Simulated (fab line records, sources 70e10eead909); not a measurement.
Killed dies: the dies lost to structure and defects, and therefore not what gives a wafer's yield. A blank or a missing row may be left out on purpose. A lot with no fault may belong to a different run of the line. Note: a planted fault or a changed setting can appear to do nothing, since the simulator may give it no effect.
Struck lot and sound lot, side by side / flow nand-harc / 13 steps out of a route of 1159
Sound: the wafers L703.3, L703.4, L703.5. Struck: wafers L709.4, L709.5, L709.6. The cause is given at the end.
At each step with rows: each side's tool, then ch and its chambers, then its first start. Under that, the readings that differ: sound wafers / struck wafers / difference of the means / sigmas: that difference in standard deviations of wafers without a fault.
alike: a reading whose means differ by less than 2 such deviations, as well as words and numbers matching on both sides. not compared: withheld readings; readings where some wafer has no value; bounds like >300 that might hide an equal value; numbers whose values overlap and for which the record gives no deviation.
A row with sigmas, a row that says differs or no value, or rows on one side alone: a step with any of these is where the two part. Numbers that don't overlap but have no deviation are shown without sigmas and don't part them. A reading that every wafer of one side lacks parts them only if that side has two wafers or more.

first, 3 steps without rows for these wafers: NHARC_A_STAIRCASE_STRIP_255 (strips in SPM, time 900 s); NHARC_A_STAIRCASE_PRECLEAN_256 (cleans in SC1); NHARC_A_STAIRCASE_SRD_257.
NHARC_A_STAIRCASE_HM_DEP_456: deposits aC, target thk 1500 nm.
  sound on acl-dep-03 ch 0, day 12 14:01; struck on acl-dep-02 ch 0, day 15 02:07
  alike: throttle-valve-pct
NHARC_A_STAIRCASE_DEP_259: deposits SiON, target thk 30 nm.
  sound on pecvd-04 ch 0,1, day 12 15:20; struck on pecvd-01 ch 0,1,2, day 15 03:10
  alike: chamber-pressure-Torr, heater-power-w
then, 7 steps without rows for these wafers: NHARC_A_STAIRCASE_DEHYDRATE_281 (time 120 s); NHARC_A_STAIRCASE_HMDS_282 (time 30 s); NHARC_A_STAIRCASE_COAT_283; NHARC_A_STAIRCASE_SOFTBAKE_284 (time 170 s); NHARC_A_STAIRCASE_EBR_285; NHARC_A_STAIRCASE_EXPOSE_286 (exposes mask CHOP 100); NHARC_A_STAIRCASE_PEB_287 (peb time 130 s).
NHARC_A_STAIRCASE_DEVELOP_288: time 140 s.
  sound on litho-track-02 ch 0, day 12 16:00; struck on litho-track-05, day 15 03:00
  no value came back on the struck wafers for chill-plate-temp-C (C), exhaust-pa (Pa); on the sound wafers chill-plate-temp-C (C) reads 22.99 22.79 23.01

WHERE THEY PART
Only at NHARC_A_STAIRCASE_DEVELOP_288, within this record.

WHY: what had been put in by the simulator
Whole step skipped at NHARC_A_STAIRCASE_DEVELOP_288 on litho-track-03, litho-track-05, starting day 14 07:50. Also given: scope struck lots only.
